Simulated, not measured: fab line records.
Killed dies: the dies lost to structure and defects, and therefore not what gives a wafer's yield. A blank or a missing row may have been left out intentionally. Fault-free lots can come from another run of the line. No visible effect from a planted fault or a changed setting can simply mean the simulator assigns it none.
fab line records ; flow nandHarc
record lots=7; wafers=21; lastDay=32
route steps=1302 shown A_M1@1181 A_BONDPAD@1202 END@1302
lots untouched by any fault: they come from a run of this same line in which no faults occurred
startH: the number of hours between the record's first day and the start of the first shown wafer of the lot ; waitH: hours since the lot's step before ; " identical to the entry in the row above ; L1.1+2: a row that stands for several wafers ; - no value, or no start was given ; * or withheld: withheld ; < > ~ a bound
route shown NAME@n: NAME is a module with steps in the file, n the number in the route of the first one ; usual: mean and standard deviation over wafers with no fault ; same: alike in all rows ; chamber/n: place in a boat ; sites: per-site readings ; _std_site: the standard deviation of these ; _edge_site: outer sites' mean less inner sites' ; radiusMm: how far each site lies from the wafer's centre ; mask NAME#n: copy n ; behind: the most recent tool/chamber to have shaped the wafer ; hold: why the lot was held/for how many hours/how that ended ; device: whichever transistor did not switch (one of n, p or np) ; end of line: tests run on the same wafers once the route is complete ; a step with no rows: only its recipe ; killed: at the first sort, the dies lost to defects and structure; wafer yield is something else ; map: per-die view of a wafer (x killed, . not killed, _ where there is no die)
set.NAME: the setting the step ran with; set.NAME@STEP: the setting that earlier step ran with ; model.NAME: the simulator's own value behind a step, which no gauge read
lots seen at some steps along the route; tables by step, rows by wafer
services: the hour from which a tool's chamber was out of use, counted from the record's first day as startH (under 0 if before that day), plus the number of hours and why
## steps
# step NHARC_A_M1_INSPECT_11
# usual rawDefectCount=84/37
lot.wafer;tool;chamber;startH;waitH;rawDefectCount
L649.1;defectInspect-02;-;553.34;0.0;20
L649.5;defectInspect-02;-;553.34;0.0;27
L649.6;defectInspect-02;-;553.34;0.0;23
L652.1;defectInspect-02;-;592.92;0.0;58
L652.3;defectInspect-02;-;592.92;0.0;61
L652.4;defectInspect-02;-;592.92;0.0;76
L656.3;defectInspect-01;-;622.32;0.0;82
L656.5;defectInspect-01;-;622.32;0.0;87
L656.6;defectInspect-01;-;622.32;0.0;80
L657.2;defectInspect-01;-;645.55;0.0;83
L657.3;defectInspect-01;-;645.55;0.0;83
L657.5;defectInspect-01;-;645.55;0.0;97
L660.1;defectInspect-01;-;647.86;0.0;142
L660.3;defectInspect-01;-;647.86;0.0;167
L660.4;defectInspect-01;-;647.86;0.0;146
L664.4;defectInspect-02;-;719.51;0.0;67
L664.5;defectInspect-02;-;719.51;0.0;65
L664.6;defectInspect-02;-;719.51;0.0;52
L666.1;defectInspect-01;-;728.56;0.0;105
L666.2;defectInspect-01;-;728.56;0.0;128
L666.3;defectInspect-01;-;728.56;0.0;103
# step NHARC_A_M1_DESCUM_14
# recipe timeS=3; o2FlowSccm=200; arFlowSccm=0; biasPowerW=0; chemistry=O2
# step NHARC_A_M1_ETCH_35
# recipe targetDepthA=400; overetchA=120; timeS=43.94; ionEnergyEv=200; n2FlowSccm=150; h2FlowSccm=150; arFlowSccm=0; rfW=400; biasW=150; chemistry=N2/H2
# step NHARC_A_M1_ETCH_15
# recipe targetDepthA=1825; timeS=91.2; c4f8FlowSccm=withheld; arFlowSccm=400; rfW=600; biasW=300; chemistry=C4F8/Ar
# step NHARC_A_M1_CD_MEAS_16
# usual cdNm=119.6/0.79
lot.wafer;tool;chamber;startH;waitH;cdNm
L649.1;cdSem-02;-;553.71;-;120.6
L649.5;cdSem-02;-;553.71;-;120.0
L649.6;cdSem-02;-;553.71;-;120.8
L652.1;cdSem-03;-;593.29;-;118.8
L652.3;cdSem-03;-;593.29;-;119.8
L652.4;cdSem-03;-;593.29;-;119.4
L656.3;cdSem-02;-;622.69;-;120.1
L656.5;cdSem-02;-;622.69;-;120.7
L656.6;cdSem-02;-;622.69;-;120.2
L657.2;cdSem-03;-;645.92;-;120.1
L657.3;cdSem-03;-;645.92;-;117.7
L657.5;cdSem-03;-;645.92;-;119.5
L660.1;cdSem-03;-;648.22;-;119.3
L660.3;cdSem-03;-;648.22;-;119.9
L660.4;cdSem-03;-;648.22;-;119.9
L664.4;cdSem-01;-;719.89;-;120.0
L664.5;cdSem-01;-;719.89;-;120.5
L664.6;cdSem-01;-;719.89;-;120.0
L666.1;cdSem-01;-;728.93;-;118.8
L666.2;cdSem-01;-;728.93;-;120.0
L666.3;cdSem-01;-;728.93;-;117.4
# step NHARC_A_M1_STRIP_18
# recipe powerW=1000; n2FlowSccm=150; h2FlowSccm=150; arFlowSccm=0; biasW=0; chemistry=N2/H2
# step NHARC_A_M1_ETCH_28
# recipe targetDepthA=300; overEtchFrac=0.3; timeS=72.99; ionEnergyEv=150; cf4FlowSccm=50; n2FlowSccm=100; arFlowSccm=150; rfW=300; biasW=100; chemistry=CF4/N2
# step NHARC_A_M1_STRIP_19
# recipe timeS=600; tempC=30; chemistry=postEtchResidueRemover
# step NHARC_A_M1_DEGAS_29
# recipe tempC=250; timeS=60
# step NHARC_A_M1_PRE_CLEAN_30
# recipe timeS=30; tempC=280; gas=H2/He
# usual heaterPowerW=393/44
lot.wafer;tool;chamber;startH;waitH;heaterPowerW
L649.1;pvdSputter-01;-;-;-;450
L649.5;pvdSputter-01;-;-;-;430
L649.6;pvdSputter-01;-;-;-;358
L652.3;pvdSputter-02;-;-;-;363
L652.1;pvdSputter-02;-;-;-;407
L652.4;pvdSputter-02;-;-;-;374
L656.3;pvdSputter-01;-;-;-;389
L656.5;pvdSputter-01;-;-;-;330
L656.6;pvdSputter-01;-;-;-;456
L657.3;pvdSputter-03;-;-;-;434
L657.2;pvdSputter-03;-;-;-;389
L657.5;pvdSputter-03;-;-;-;440
L660.3;pvdSputter-02;-;-;-;409
L660.1;pvdSputter-02;-;-;-;359
L660.4;pvdSputter-02;-;-;-;349
L664.4;pvdSputter-02;-;-;-;404
L664.6;pvdSputter-02;-;-;-;350
L664.5;pvdSputter-02;-;-;-;456
L666.1;pvdSputter-01;-;-;-;384
L666.2;pvdSputter-01;-;-;-;322
L666.3;pvdSputter-01;-;-;-;410
# step NHARC_A_M1_PVD_20
# recipe targetThkA=50; biasV=168.6; powerW=15000; chamberPressurePa=0.12; timeS=8.06; substrateTempC=50; material=TaN
# step NHARC_A_M1_PVD_21
# recipe targetThkA=300; chamberPressurePa=5; powerW=5000; substrateTempC=30; timeS=20.49; material=Cu
# step NHARC_A_M1_ECD_22
# recipe targetThkA=4000; bathTempC=25; material=Cu
lot.wafer;tool;chamber;startH;waitH
L649.1+5+6;ecdCu-01;0,1,0;554.83;-
L652.1+3+4;ecdCu-02;0,0,1;594.36;-
L656.3+6+5;ecdCu-02;1,0,1;623.90;-
L657.2+3+5;ecdCu-02;0,0,1;647.05;-
L660.1+3+4;ecdCu-02;0,0,1;649.30;-
L664.4+5+6;ecdCu-02;0,0,1;721.09;-
L666.1+2+3;ecdCu-02;1,0,1;730.01;-
# step NHARC_A_M1_ANNEAL_31
# recipe tempC=225; timeS=90
# step NHARC_A_M1_CMP_23
# recipe tOverpolishS=20; targetThkNm=154.34
# step NHARC_A_M1_THK_MEAS_24
# recipe thkMeasGauge=xrf
# usual thkNm=154.6/1.5
lot.wafer;tool;chamber;startH;waitH;thkNm
L649.1;filmMetro-02;-;555.82;-;153.4
L649.5;filmMetro-02;-;555.82;-;153.7
L649.6;filmMetro-02;-;555.82;-;154.6
L652.1;filmMetro-01;-;595.39;-;153.5
L652.3;filmMetro-01;-;595.39;-;154.3
L652.4;filmMetro-01;-;595.39;-;153.4
L656.3;filmMetro-02;-;624.80;-;153.6
L656.5;filmMetro-02;-;624.80;-;154.2
L656.6;filmMetro-02;-;624.80;-;155.0
L657.2;filmMetro-02;-;648.04;-;155.1
L657.3;filmMetro-02;-;648.04;-;156.7
L657.5;filmMetro-02;-;648.04;-;154.4
L660.1;filmMetro-02;-;650.33;-;157.1
L660.3;filmMetro-02;-;650.33;-;155.7
L660.4;filmMetro-02;-;650.33;-;154.4
L664.4;filmMetro-01;-;722.02;-;155.2
L664.5;filmMetro-01;-;722.02;-;154.5
L664.6;filmMetro-01;-;722.02;-;154.9
L666.1;filmMetro-02;-;731.09;-;152.3
L666.2;filmMetro-02;-;731.09;-;154.0
L666.3;filmMetro-02;-;731.09;-;155.3
# step NHARC_A_M1_SRD_25
# step NHARC_A_M1_PRE_CLEAN_32
# recipe timeS=12; tempC=370; rfPowerW=300; gas=NH3
# usual heaterPowerW=640/85
lot.wafer;tool;chamber;startH;waitH;heaterPowerW
L649.1;pecvd-02;1;556.06;0.1;625
L649.5;pecvd-02;0;556.06;0.1;599
L649.6;pecvd-02;2;556.06;0.1;661
L652.1;pecvd-03;0;595.62;0.1;625
L652.3;pecvd-03;2;595.62;0.1;699
L652.4;pecvd-03;1;595.62;0.1;561
L656.3;pecvd-02;1;625.03;0.1;640
L656.6;pecvd-02;1;625.03;0.1;641
L656.5;pecvd-02;2;625.03;0.1;739
L657.2;pecvd-03;2;648.27;0.1;717
L657.3;pecvd-03;0;648.27;0.1;606
L657.5;pecvd-03;0;648.27;0.1;611
L660.3;pecvd-03;0;650.56;0.1;576
L660.1;pecvd-03;2;650.56;0.1;698
L660.4;pecvd-03;1;650.56;0.1;512
L664.5;pecvd-03;1;722.28;0.1;543
L664.4;pecvd-03;2;722.28;0.1;644
L664.6;pecvd-03;0;722.28;0.1;611
L666.1;pecvd-02;2;731.31;0.1;732
L666.3;pecvd-02;0;731.31;0.1;542
L666.2;pecvd-02;1;731.31;0.1;641
# step NHARC_A_M1_DEP_33
# recipe targetThkA=300; tempC=370; targetThkNm=30; pressureTorr=3; flowSccm=200; rfW=450; material=SiCN
# step NHARC_A_BONDPAD_DEP_00
# recipe targetThkA=2500; tempC=370; targetThkNm=250; pressureTorr=3; flowSccm=200; rfW=450; material=SiCN
# step NHARC_A_BONDPAD_CMP_29
# recipe targetThkNm=200; material=SiCN
# usual motorCurrentA=11.5/0.83
lot.wafer;tool;chamber;startH;waitH;motorCurrentA
L649.1;cmp-04;3;557.13;-;10.7
L649.6;cmp-04;1;557.13;-;12.9
L649.5;cmp-04;2;557.13;-;12.4
L652.1;cmp-02;2;596.65;-;10.8
L652.3;cmp-02;0;596.65;-;13.3
L652.4;cmp-02;1;596.65;-;11.1
L656.3;cmp-03;1;626.11;-;10.7
L656.5;cmp-03;3;626.11;-;10.6
L656.6;cmp-03;0;626.11;-;11.6
L657.3;cmp-03;1;649.29;-;11.1
L657.2;cmp-03;2;649.29;-;12.0
L657.5;cmp-03;1;649.29;-;10.9
L660.1;cmp-03;0;651.60;-;11.8
L660.4;cmp-03;2;651.60;-;12.1
L660.3;cmp-03;3;651.60;-;10.2
L664.4;cmp-04;0;723.36;-;12.2
L664.6;cmp-04;1;723.36;-;13.1
L664.5;cmp-04;2;723.36;-;12.0
L666.1;cmp-04;2;732.34;-;12.5
L666.2;cmp-04;3;732.34;-;10.6
L666.3;cmp-04;0;732.34;-;12.7
# step NHARC_A_BONDPAD_THK_MEAS_30
# recipe thkMeasGauge=ellipsometry
# usual thkNm=200.2/1.7
lot.wafer;tool;chamber;startH;waitH;thkNm
L649.1;filmMetro-01;-;557.33;0.2;199.3
L649.5;filmMetro-01;-;557.33;0.2;199.9
L649.6;filmMetro-01;-;557.33;0.2;197.7
L652.1;filmMetro-01;-;596.90;0.2;202.1
L652.3;filmMetro-01;-;596.90;0.2;199.9
L652.4;filmMetro-01;-;596.90;0.2;201.6
L656.3;filmMetro-01;-;626.31;0.2;198.4
L656.5;filmMetro-01;-;626.31;0.2;201.4
L656.6;filmMetro-01;-;626.31;0.2;200.2
L657.2;filmMetro-02;-;649.55;0.2;200.7
L657.3;filmMetro-02;-;649.55;0.2;202.8
L657.5;filmMetro-02;-;649.55;0.2;202.1
L660.1;filmMetro-01;-;651.85;0.2;200.0
L660.3;filmMetro-01;-;651.85;0.2;202.5
L660.4;filmMetro-01;-;651.85;0.2;198.7
L664.4;filmMetro-01;-;723.53;0.2;200.7
L664.5;filmMetro-01;-;723.53;0.2;200.0
L664.6;filmMetro-01;-;723.53;0.2;199.4
L666.1;filmMetro-01;-;732.59;0.2;200.4
L666.2;filmMetro-01;-;732.59;0.2;201.0
L666.3;filmMetro-01;-;732.59;0.2;200.6
# step NHARC_A_BONDPAD_SRD_31
# step NHARC_A_BONDPAD_DEHYDRATE_01
# recipe tempC=150; timeS=120
# step NHARC_A_BONDPAD_HMDS_02
# recipe timeS=30
# step NHARC_A_BONDPAD_COAT_33
# recipe tempC=200; timeS=65
# step NHARC_A_BONDPAD_COAT_03
# recipe spinRpm=2000; resistThkNm=600
# step NHARC_A_BONDPAD_SOFTBAKE_04
# recipe tempC=125; timeS=70
# step NHARC_A_BONDPAD_EBR_05
# step NHARC_A_BONDPAD_EXPOSE_06
# recipe na=0.55; doseMj=36.99; maskId=A_BPAD
# step NHARC_A_BONDPAD_PEB_07
# recipe pebTempC=128; pebTimeS=80
# step NHARC_A_BONDPAD_DEVELOP_08
# recipe timeS=50; devTempC=22
# step NHARC_A_BONDPAD_CD_MEAS_09
# recipe targetCdNm=500; landingEnergyEv=500
# usual cdNm=500.0/1.9
lot.wafer;tool;chamber;startH;waitH;cdNm
L649.1;cdSem-02;0;557.77;-;498.7
L649.5;cdSem-02;0;557.77;-;497.8
L649.6;cdSem-02;0;557.77;-;500.9
L652.1;cdSem-02;0;597.46;-;502.6
L652.3;cdSem-02;0;597.46;-;499.7
L652.4;cdSem-02;0;597.46;-;500.1
L656.3;cdSem-02;0;626.88;-;500.2
L656.5;cdSem-02;0;626.88;-;498.3
L656.6;cdSem-02;0;626.88;-;499.0
L657.2;cdSem-01;0;649.99;-;501.0
L657.3;cdSem-01;0;649.99;-;501.2
L657.5;cdSem-01;0;649.99;-;502.3
L660.1;cdSem-03;0;652.42;-;495.8
L660.3;cdSem-03;0;652.42;-;495.4
L660.4;cdSem-03;0;652.42;-;498.9
L664.4;cdSem-02;0;723.98;-;501.8
L664.5;cdSem-02;0;723.98;-;498.1
L664.6;cdSem-02;0;723.98;-;500.3
L666.1;cdSem-02;0;733.16;-;500.0
L666.2;cdSem-02;0;733.16;-;498.9
L666.3;cdSem-02;0;733.16;-;500.7
# step NHARC_A_BONDPAD_OVL_MEAS_35
# usual overlayXNm=0/6.2; overlayYNm=-1/4.8
lot.wafer;tool;chamber;startH;waitH;overlayXNm;overlayYNm
L649.1;overlay-01;-;557.86;-;4;-6
L649.5;overlay-01;-;557.86;-;4;-6
L649.6;overlay-01;-;557.86;-;4;-6
L652.1;overlay-02;-;597.55;-;2;-1
L652.3;overlay-02;-;597.55;-;1;-2
L652.4;overlay-02;-;597.55;-;1;-2
L656.3;overlay-02;-;626.96;-;0;-6
L656.5;overlay-02;-;626.96;-;-1;-5
L656.6;overlay-02;-;626.96;-;0;-6
L657.2;overlay-01;-;650.08;-;-6;6
L657.3;overlay-01;-;650.08;-;-7;6
L657.5;overlay-01;-;650.08;-;-7;5
L660.1;overlay-02;-;652.50;-;-11;-3
L660.3;overlay-02;-;652.50;-;-11;-3
L660.4;overlay-02;-;652.50;-;-11;-3
L664.4;overlay-02;-;724.06;-;5;-2
L664.5;overlay-02;-;724.06;-;5;-2
L664.6;overlay-02;-;724.06;-;5;-2
L666.1;overlay-02;-;733.24;-;-10;6
L666.2;overlay-02;-;733.24;-;-10;6
L666.3;overlay-02;-;733.24;-;-10;6
# step NHARC_A_BONDPAD_HARDBAKE_10
# recipe tempC=118; timeS=65
# step NHARC_A_BONDPAD_DESCUM_11
# recipe timeS=3; o2FlowSccm=200; arFlowSccm=0; biasPowerW=0; chemistry=O2
# step NHARC_A_BONDPAD_ETCH_34
# recipe targetDepthA=600; overetchA=180; timeS=65.91; ionEnergyEv=200; n2FlowSccm=150; h2FlowSccm=150; arFlowSccm=0; rfW=400; biasW=150; chemistry=N2/H2
# step NHARC_A_BONDPAD_ETCH_12
# recipe targetDepthA=2200; timeS=110; chf3FlowSccm=50; o2FlowSccm=10; arFlowSccm=200; rfW=500; biasW=200; chemistry=CHF3/O2
# usual drypumpMotorCurrentA=5.6/0.46; oesProductAu=0.937/0.022; rfVppV=371.2/2.3; showerheadPlenumPTorr=2.43/0.099; throttleValvePct=20.572/0.0081
lot.wafer;tool;chamber;startH;waitH;drypumpMotorCurrentA;oesProductAu;rfHoursCounterH;rfVppV;showerheadPlenumPTorr;throttleValvePct
L649.1;rieDiel-13;3;-;-;5.2;0.950;0;374.2;2.56;20.577
L649.5;rieDiel-13;1;-;-;5.7;0.957;-;368.8;2.33;20.582
L649.6;rieDiel-13;2;-;-;5.7;0.939;-;373.8;2.53;20.567
L652.3;rieDiel-13;2;-;-;5.7;0.899;1;374.2;2.53;20.571
L652.1;rieDiel-13;3;-;-;5.2;0.910;1;375.8;2.56;20.576
L652.4;rieDiel-13;0;-;-;5.7;0.908;1;370.2;2.42;20.576
L656.3;rieDiel-13;0;-;-;5.7;0.921;2;370.8;2.42;20.579
L656.5;rieDiel-13;2;-;-;5.7;0.909;-;373.1;2.53;20.580
L656.6;rieDiel-13;3;-;-;5.2;0.921;-;373.1;2.56;20.574
L657.2;rieDiel-11;0;-;-;6.0;0.918;11;368.0;2.35;20.563
L657.3;rieDiel-11;2;-;-;6.7;0.936;10;367.0;2.24;20.569
L657.5;rieDiel-11;0;-;-;6.0;0.925;-;370.1;2.35;20.571
L660.4;rieDiel-10;2;-;-;6.1;0.936;20;372.4;2.52;20.568
L660.1;rieDiel-10;3;-;-;4.7;0.940;19;369.7;2.36;20.569
L660.3;rieDiel-10;0;-;-;5.5;0.920;18;369.0;2.39;20.574
L664.4;rieDiel-13;1;-;-;5.8;0.983;0;369.1;2.33;20.554
L664.5;rieDiel-13;2;-;-;5.7;0.931;-;374.5;2.53;20.565
L664.6;rieDiel-13;3;-;-;5.2;0.979;-;375.0;2.56;20.580
L666.2;rieDiel-13;0;-;-;5.7;0.927;0;370.2;2.42;20.591
L666.1;rieDiel-13;1;-;-;5.7;0.937;0;367.6;2.33;20.577
L666.3;rieDiel-13;2;-;-;5.7;0.912;0;374.1;2.53;20.576
# step NHARC_A_BONDPAD_CD_MEAS_13
# usual cdNm=499.2/2
lot.wafer;tool;chamber;startH;waitH;cdNm
L649.1;cdSem-02;-;558.30;-;497.3
L649.5;cdSem-02;-;558.30;-;497.6
L649.6;cdSem-02;-;558.30;-;499.3
L652.1;cdSem-01;-;597.99;-;501.8
L652.3;cdSem-01;-;597.99;-;499.1
L652.4;cdSem-01;-;597.99;-;499.4
L656.3;cdSem-03;-;627.41;-;499.8
L656.5;cdSem-03;-;627.41;-;498.0
L656.6;cdSem-03;-;627.41;-;497.8
L657.2;cdSem-02;-;650.52;-;500.9
L657.3;cdSem-02;-;650.52;-;500.0
L657.5;cdSem-02;-;650.52;-;502.3
L660.1;cdSem-03;-;652.94;-;496.0
L660.3;cdSem-03;-;652.94;-;493.7
L660.4;cdSem-03;-;652.94;-;499.3
L664.4;cdSem-01;-;724.51;-;501.1
L664.5;cdSem-01;-;724.51;-;498.0
L664.6;cdSem-01;-;724.51;-;499.0
L666.1;cdSem-02;-;733.69;-;498.3
L666.2;cdSem-02;-;733.69;-;497.9
L666.3;cdSem-02;-;733.69;-;500.2
# step NHARC_A_BONDPAD_STRIP_15
# recipe o2FlowSccm=500; arFlowSccm=0; biasW=0; chemistry=O2
# usual drypumpMotorCurrentA=5.7/0.44; oesProductAu=0.999/0.012; rfVppV=57.7/0.82; showerheadPlenumPTorr=3.55/0.15; throttleValvePct=17.036/0.0091
lot.wafer;tool;chamber;startH;waitH;drypumpMotorCurrentA;oesProductAu;rfHoursCounterH;rfVppV;showerheadPlenumPTorr;throttleValvePct
L649.1;rieDiel-13;0;558.37;0.1;5.7;0.989;1;57.5;3.55;17.045
L649.6;rieDiel-13;0;558.37;0.1;5.7;0.991;-;58.8;3.55;17.047
L649.5;rieDiel-13;1;558.37;0.1;5.8;1.000;-;57.8;3.43;17.030
L652.4;rieDiel-13;0;598.06;0.1;5.7;0.987;1;57.2;3.55;17.040
L652.1;rieDiel-13;2;598.06;0.1;5.7;0.981;1;56.7;3.71;17.030
L652.3;rieDiel-13;3;598.06;0.1;5.2;0.980;1;57.9;3.76;17.042
L656.3;rieDiel-11;2;627.47;0.1;6.7;1.020;2;56.4;3.29;17.046
L656.5;rieDiel-11;2;627.47;0.1;6.7;1.012;-;56.8;3.29;17.028
L656.6;rieDiel-11;3;627.47;0.1;5.2;1.010;-;57.4;3.65;17.049
L657.2;rieDiel-11;3;650.59;0.1;5.1;0.999;7;58.1;3.65;17.041
L657.3;rieDiel-11;0;650.59;0.1;6.0;0.998;11;57.2;3.46;17.024
L657.5;rieDiel-11;3;650.59;0.1;5.1;0.999;-;59.8;3.65;17.043
L660.4;rieDiel-13;0;653.02;0.1;5.7;0.994;2;58.4;3.55;17.050
L660.1;rieDiel-13;1;653.02;0.1;5.7;1.011;3;57.5;3.43;17.044
L660.3;rieDiel-13;3;653.02;0.1;5.2;1.004;2;58.4;3.76;17.052
L664.4;rieDiel-11;2;724.57;0.1;6.7;1.025;25;57.4;3.28;17.030
L664.6;rieDiel-11;2;724.57;0.1;6.7;1.029;-;57.7;3.28;17.027
L664.5;rieDiel-11;3;724.57;0.1;5.2;1.003;-;57.5;3.64;17.037
L666.1;rieDiel-11;3;733.76;0.1;5.2;0.999;23;56.3;3.64;17.015
L666.3;rieDiel-11;0;733.76;0.1;6.0;1.002;27;58.1;3.45;17.033
L666.2;rieDiel-11;2;733.76;0.1;6.7;1.026;27;56.8;3.28;17.040
# step NHARC_END_SORT_01
# recipe tempC=25
# usual defectLimitedYield=90.9/2.8; killedAtArray=57/20; killedAtOther=1.3/1.4; killedAtPeriphery=3.4/2.4; killedDies=61/19; killedOpen=2.9/1.8; killedShort=2.5/1.6
# same grossDies=677
lot.wafer;tool;chamber;startH;waitH;defectLimitedYield[%];killedAtArray;killedAtOther;killedAtPeriphery;killedDies;killedOpen;killedShort
L652.1;prober-01;0;627.65;2.5;90.8;53;4;5;62;3;4
L652.3;prober-01;0;629.24;3.1;91.0;54;0;7;61;6;2
L652.4;prober-01;0;630.04;3.4;91.9;48;2;5;55;2;0
L656.3;prober-01;0;663.76;3.1;60.0;268;0;3;271;4;3
L656.5;prober-01;0;665.37;3.7;58.8;274;3;2;279;1;1
L660.4;prober-02;0;682.37;3.4;56.7;293;0;0;293;1;2
L657.5;prober-01;0;683.08;3.7;59.2;275;0;1;276;1;1
# killed by level:class
L652.1 A_SLIT:chamberFilmFlake=26 A_CHANNEL_HOLE_D2:chamberFilmFlake=10 P_BONDPAD:chamberFilmFlake=5 A_STAIRCASE:chamberFilmFlake=5 THIN_TSV:chamberFilmFlake=4 A_CHANNEL_FILL_D1:chamberFilmFlake=2 A_CHANNEL_HOLE_D1:geometricParticle:open=1 A_CHANNEL_FILL_D1:geometricParticle:open=1
L652.3 A_SLIT:chamberFilmFlake=30 A_CHANNEL_HOLE_D2:chamberFilmFlake=10 A_CHANNEL_HOLE_D1:chamberFilmFlake=3 A_CHANNEL_FILL_D1:geometricParticle:short=2 P_BONDPAD:chamberFilmFlake=2 A_STAIRCASE:chamberFilmFlake=2 A_WL_FILL:chamberFilmFlake=2 P_GATE:geometricParticle:open=1
L652.4 A_SLIT:chamberFilmFlake=31 A_CHANNEL_HOLE_D2:chamberFilmFlake=9 P_BONDPAD:chamberFilmFlake=4 A_CHANNEL_HOLE_D1:chamberFilmFlake=3 A_CHANNEL_FILL_D1:chamberFilmFlake=3 THIN_TSV:chamberFilmFlake=2 A_ONON_D2:geometricParticle:open=1 A_M0:geometricParticle:open=1
L656.3 A_M1:unspecified=212 A_SLIT:chamberFilmFlake=24 A_CHANNEL_HOLE_D2:chamberFilmFlake=13 A_CHANNEL_HOLE_D1:chamberFilmFlake=7 A_DECK1_JOINT:geometricParticle:open=2 P_STI:chamberFilmFlake=2 A_STAIRCASE:chamberFilmFlake=2 A_CONTACT:chamberFilmFlake=2
L656.5 A_M1:unspecified=218 A_SLIT:chamberFilmFlake=29 A_CHANNEL_HOLE_D2:chamberFilmFlake=15 A_CHANNEL_HOLE_D1:chamberFilmFlake=4 A_CONTACT:chamberFilmFlake=3 THIN_TSV:chamberFilmFlake=3 A_STAIRCASE:chamberFilmFlake=2 P_CONTACT:geometricParticle:short=1
L660.4 A_M1:unspecified=207 A_CHANNEL_HOLE_D1:chamberFilmFlake=32 A_SLIT:chamberFilmFlake=27 A_CHANNEL_HOLE_D2:chamberFilmFlake=11 A_SGD_CUT:chamberFilmFlake=4 A_WL_FILL:chamberFilmFlake=3 A_STAIRCASE:chamberFilmFlake=2 A_CONTACT:chamberFilmFlake=2
L657.5 A_M1:unspecified=210 A_CHANNEL_HOLE_D1:chamberFilmFlake=35 A_CHANNEL_HOLE_D2:chamberFilmFlake=15 A_CONTACT:chamberFilmFlake=7 A_SLIT:chamberFilmFlake=4 A_CHANNEL_FILL_D1:geometricParticle:open=1 A_M0:geometricParticle:short=1 P_ZERO_WELL:chamberFilmFlake=1
# map L656.5 (x killed, . not)
____________.____________
_________....xx._________
_______.x.x.x.xx.._______
______.x..xx.xxxxx.______
_____x...x.x.xxxxx.._____
____.x......xx.xxxxxx____
____.x.....x.x.xx..xx____
___.....x..xx......x..___
___xxx...xxxxx.xx.x..x___
__x....xx..x.xx...xx...__
__xx.x.x..xx..x........__
_.xx..x....x.xxx...xx..._
_x..xxx.x.x.....xx.xx..._
_.x..........x.xx.xxx..._
_.xxxx.xxx...xxx.x..x..._
_x...xxx....x.x.....x..._
...x...x.xx..x..x...x.x.x
..xxx..x....x.x.xx.......
....x.x..x.xx..xx..x..x..
.x.x.x.x.......xx.x....xx
xx.xxxxx.x..xx.x..x...xx.
_..xxx..xxxxxx..xx..x.x._
_x.xxxxx.......xx..xxxx._
_xxxxx....x..xx..x......_
_xxxx.xx.....xx.xx...xx._
_x.xxxx.x.xxx.xx.....x.._
__xxxx...xxx..x...x....__
__.x..x.x.xx...x.x.x.x.__
___x...xx........xx.xx___
___xx.xx.....x...xx.xx___
____xx.............x.____
____x..x...xxxx.xx...____
_____.....x....x...._____
______x.x...xx.....______
_______xx.x..x..xx_______
_________......._________
____________.____________
# map L657.5 (x killed, . not)
____________.____________
_________..xx..._________
_______.x.xxx...x._______
______...x.x...x...______
_____xxxx.xxx..xx..._____
____x.x..x..x.x..xx..____
____xx.xx..x...x....x____
___.........x...xx....___
___x.xx....xxx....x.x.___
__.xx..x...x....x......__
__xx..xx..x.xxxxx..x...__
_x.x.x....xxx.x.......x._
_.x....xxxxxxx.xx.xxx..._
_xx..x..xxxx.x.xxx..x..x_
_..xx....xxxx.....x..x.x_
_x..x..xxxxxx.....x.xx.x_
..xx.xx.xx..xxx...xxxx..x
x...x...xxxxxx.x..xx.....
.xx.xx..xxxxx...xxx.x.x.x
x.x.x..x.xx......x.x.....
.x....xx....x..xx.xx.x..x
_xxxx.x.x.x.x.x........._
_.x.x.x...x.x..x....x..._
_xxxxx.x.x..x...x....x.._
_x.xxxx..x...x..x..x.x.x_
_..xxxx..........xx....._
__.xxx..xxx..xx.xx.....__
__.x.xx..x...x....xxxx.__
___xxx....x........x..___
___..xx.x..xx....xxx..___
____.x.....x.x..x....____
____x.x..xx......x.x.____
_____xx...x.......x._____
______.x..xxxx.xx.x______
_______x......x..._______
_________xxxx..._________
____________.____________
## services
tool;chamber;startH;hours;kind
cmp-04;-;536.91;4.3;repair
ecdCu-02;-;537.50;1.5;repair
rieDiel-11;1;543.25;4.5;repair
pecvd-03;-;547.04;13.0;pm
cmp-03;-;554.15;4.0;pm
cmp-03;-;562.54;2.0;repair
cmp-03;-;567.59;0.5;repair
pvdSputter-01;-;582.00;10.0;pm
ecdCu-02;-;584.88;1.0;repair
rieDiel-13;1;587.87;2.6;repair
pecvd-02;-;589.55;13.0;pm
ecdCu-02;-;596.00;8.0;pm
cmp-04;-;601.17;4.0;pm
rieDiel-13;3;603.91;10.9;repair
rieDiel-11;-;610.24;9.0;pm
rieDiel-11;3;635.16;5.8;repair
pvdSputter-02;-;638.00;10.0;pm
cmp-03;-;652.15;4.0;pm
pecvd-03;-;656.17;0.4;repair
ecdCu-02;-;665.95;0.6;repair
rieDiel-13;1;666.26;7.7;repair
cmp-04;-;686.19;0.9;repair
rieDiel-13;-;696.07;9.0;pm
pecvd-03;-;728.04;13.0;pm
## key
firstSign step=NHARC_END_SORT_01; reading=defectLimitedYield; direction=down; sigmas=11; usual=90.9; struck=58.7
effect step=NHARC_END_SORT_01; reading=killedDies; direction=up; sigmas=11; usual=61; struck=280
moreKillsBornAt NHARC_A_M1_ECD_22@ecdCu-02=847
metAt NHARC_A_M1_ECD_22
struckWafers L656.3,L656.5,L657.5,L660.4
onsetBetween 594.36 623.90
fault kind=chamberParticleSource; tool=ecdCu-02; chamber=1; onsetH=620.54; steps=NHARC_A_M1_ECD_22; ratePerVisitCm2=0.43195; endH=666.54
